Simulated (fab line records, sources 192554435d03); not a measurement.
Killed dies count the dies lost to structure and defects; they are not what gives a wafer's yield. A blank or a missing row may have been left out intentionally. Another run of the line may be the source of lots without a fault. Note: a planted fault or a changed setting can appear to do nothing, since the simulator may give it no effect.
A lot that was struck, set against a sound lot | flow n5-finfet | 19 steps out of a route of 1938
Sound: the wafers L892.1, L892.3, L892.5. Struck: wafers L888.1, L888.5. The cause comes at the end.
For every step that has rows: the tool of each side, followed by ch and its chambers, followed by its first start. Under that, the readings that differ: sound wafers | struck wafers | difference of the means | sigmas: that difference in standard deviations of wafers without a fault.
alike: words and numbers the same on both sides, and readings whose means are apart by under 2 such deviations; not compared: readings that were withheld, readings missing a value for some wafer, numbers with overlapping values and no deviation given by the record, and bounds like >300 which may hide the same value.
The two part at a step that has a row with sigmas, a row that says differs or no value, or rows on one side only. Non-overlapping numbers with no deviation appear without sigmas and do not part them. Lack of a reading on every wafer of one side parts them only where that side has two or more wafers.

first, 6 steps without rows for these wafers: N5_BEOL_M4_COAT_05 (resist thk 30 nm); N5_BEOL_M4_EBR_07; N5_BEOL_M4_SOFTBAKE_06 (time 60 s); N5_BEOL_M4_EXPOSE_08 (exposes mask M4); N5_BEOL_M4_PEB_09 (peb time 60 s); N5_BEOL_M4_DEVELOP_10 (develop time 30 s).
N5_BEOL_M4_CD_MEAS_11 targets a cd of 16.79 nm.
  sound on cd-sem-03 ch 0, day 13 02:07; struck on cd-sem-01 ch 0, day 11 17:46
  alike: cd-nm
N5_BEOL_M4_OVL_MEAS_12:
  sound on overlay-01 ch 0, day 13 02:08; struck on overlay-02 ch 0, day 11 17:47
  alike: M4_OVL
N5_BEOL_M4_INSPECT_13: inspects for defects (brightfield).
  sound: defect-inspect-02 at day 13 02:12; struck: defect-inspect-02 at day 11 17:51
  alike: raw-defect-count
N5_BEOL_M4_DESCUM_16: chemistry O2, time 7 s.
  sound on rie-diel-01 ch 2,3, day 13 02:14; struck on rie-diel-05 ch 3, day 11 17:53
  reading                         | sound             | struck      | difference | sigmas
  drypump-motor-current-A (A)     | 5.1 4.9 4.9       | 6.2 6.2     | +1.2       | +2
  oes-product-au (a.u.)           | 0.80 0.68 0.68    | 0.98 0.97   | +0.25      | +3
  rf-vpp-V (V)                    | 241.5 241.6 242.3 | 244.5 245.7 | +3.3       | +2
  showerhead-plenum-p-Torr (Torr) | 2.01 1.98 1.98    | 2.25 2.25   | +0.26      | +3
  alike: throttle-valve-pct
  not compared: rf-hours-counter-h
N5_BEOL_M4_ETCH_74: etches underlayer in N2/H2, target depth 6.5 nm, time 5.2 s.
  sound on rie-diel-01 ch 2,3, day 13 02:16; struck on rie-diel-05 ch 3, day 11 17:55
  reading                         | sound             | struck      | difference | sigmas
  drypump-motor-current-A (A)     | 5.1 4.9 4.9       | 6.2 6.2     | +1.2       | +2
  oes-product-au (a.u.)           | 0.68 0.57 0.59    | 0.84 0.83   | +0.22      | +3
  rf-vpp-V (V)                    | 520.4 520.6 518.7 | 528.5 528.2 | +8.5       | +3
  showerhead-plenum-p-Torr (Torr) | 2.47 2.41 2.41    | 2.71 2.71   | +0.28      | +3
  alike: etch-rf-on-time-s, throttle-valve-pct
  not compared: rf-hours-counter-h
N5_BEOL_M4_ETCH_63: etches SiARC in CF4, target depth 15.6 nm, time 26 s.
  sound on rie-diel-01 ch 2,3, day 13 02:17; struck on rie-diel-05 ch 3, day 11 17:56
  reading                         | sound             | struck      | difference | sigmas
  drypump-motor-current-A (A)     | 5.1 4.9 4.9       | 6.2 6.2     | +1.2       | +2
  oes-product-au (a.u.)           | 0.68 0.58 0.58    | 0.85 0.85   | +0.24      | +3
  rf-vpp-V (V)                    | 184.1 182.5 182.2 | 184.9 186.3 | +2.7       | +2
  showerhead-plenum-p-Torr (Torr) | 2.09 2.03 2.03    | 2.28 2.28   | +0.23      | +3
  alike: etch-rf-on-time-s, throttle-valve-pct
  not compared: rf-hours-counter-h
N5_BEOL_M4_ETCH_64: etches SOC in N2/H2, target depth 75 nm, overetch 22.5 nm, time 121.9 s.
  sound on rie-diel-01 ch 2,3, day 13 02:19; struck on rie-diel-05 ch 3, day 11 17:58
  reading                                    | sound             | struck      | difference | sigmas
  drypump-motor-current-A (A)                | 5.1 4.9 4.9       | 6.2 6.3     | +1.3       | +2
  rf-vpp-V (V)                               | 521.0 519.9 519.4 | 529.7 529.0 | +9.2       | +3
  showerhead-plenum-p-Torr (Torr)            | 2.47 2.41 2.41    | 2.71 2.71   | +0.28      | +3
  model.SiARC_of_BEOL_M4_COAT_62.thk-nm (nm) | 6.2 6.4 6.4       | 5.2 5.2     | -1.1       |
  model.BEOL_M4.cd-offset-nm (nm)            | 0 0 0             | 0.8 0.6     | +0.7       |
  alike: oes-product-au, throttle-valve-pct
  not compared: rf-hours-counter-h
then, 2 steps without rows for these wafers: N5_BEOL_M4_STRIP_65 (strips in N2/H2); N5_BEOL_M4_STRIP_75 (strips in N2/H2).
N5_BEOL_M4_STRIP_66: strips in CF4.
  sound on rie-diel-01 ch 2,3, day 13 02:27; struck on rie-diel-05 ch 3, day 11 18:06
  reading                         | sound             | struck      | difference | sigmas
  drypump-motor-current-A (A)     | 5.1 4.9 4.9       | 6.2 6.2     | +1.2       | +2
  oes-product-au (a.u.)           | 0.79 0.69 0.69    | 0.96 0.96   | +0.24      | +3
  rf-vpp-V (V)                    | 269.8 268.0 270.2 | 273.5 274.6 | +4.7       | +3
  showerhead-plenum-p-Torr (Torr) | 1.75 1.70 1.70    | 1.91 1.91   | +0.19      | +3
  throttle-valve-pct (%)          | 13.39 13.68 13.68 | 13.15 13.15 | -0.43      | -2
  not compared: rf-hours-counter-h
N5_BEOL_M4_HM_OPEN_17: chemistry Cl2/BCl3, target TiN, target depth 20 nm, overetch 6 nm.
  sound on rie-metal-02 ch 1, day 13 02:29; struck on rie-metal-01 ch 0,1, day 11 18:08
  reading                         | sound             | struck     | difference | sigmas
  oes-product-au (a.u.)           | 0.72 0.71 0.71    | 0.54 0.59  | -0.15      | -2
  model.etch.depth-nm (nm)        | 20.39 19.88 19.95 | 17.44 17.1 | -2.80      |
  model.BEOL_M4.cd-offset-nm (nm) | 0 -0.2 -0.2       | 0.8 0.6    | +0.8       |
  alike: bcl3-flow-sccm, drypump-motor-current-A, throttle-valve-pct
  not compared: rf-hours-counter-h
N5_BEOL_M4_STRIP_19: strips in O2.
  sound on rie-diel-05 ch 0,1,3, day 13 02:38; struck on rie-diel-02 ch 1, day 11 18:15
  alike: drypump-motor-current-A, oes-product-au, rf-vpp-V, showerhead-plenum-p-Torr, throttle-valve-pct
  not compared: rf-hours-counter-h
N5_BEOL_M4_RC_MEAS_101:
  sound on prober-02 ch 0, day 13 12:25; struck on prober-01 ch 0, day 12 03:11
  alike: DIBL_N, DIBL_P, IOFF_N, IOFF_P, ION_N, ION_P, SS_N, SS_P, VT_N, VT_P

== WHERE THEY PART ==
First at N5_BEOL_M4_DESCUM_16; last, within this record, at N5_BEOL_M4_HM_OPEN_17. Later steps at which nothing parts them and some readings are alike: N5_BEOL_M4_STRIP_19, N5_BEOL_M4_RC_MEAS_101.

WHY: what had been put in by the simulator
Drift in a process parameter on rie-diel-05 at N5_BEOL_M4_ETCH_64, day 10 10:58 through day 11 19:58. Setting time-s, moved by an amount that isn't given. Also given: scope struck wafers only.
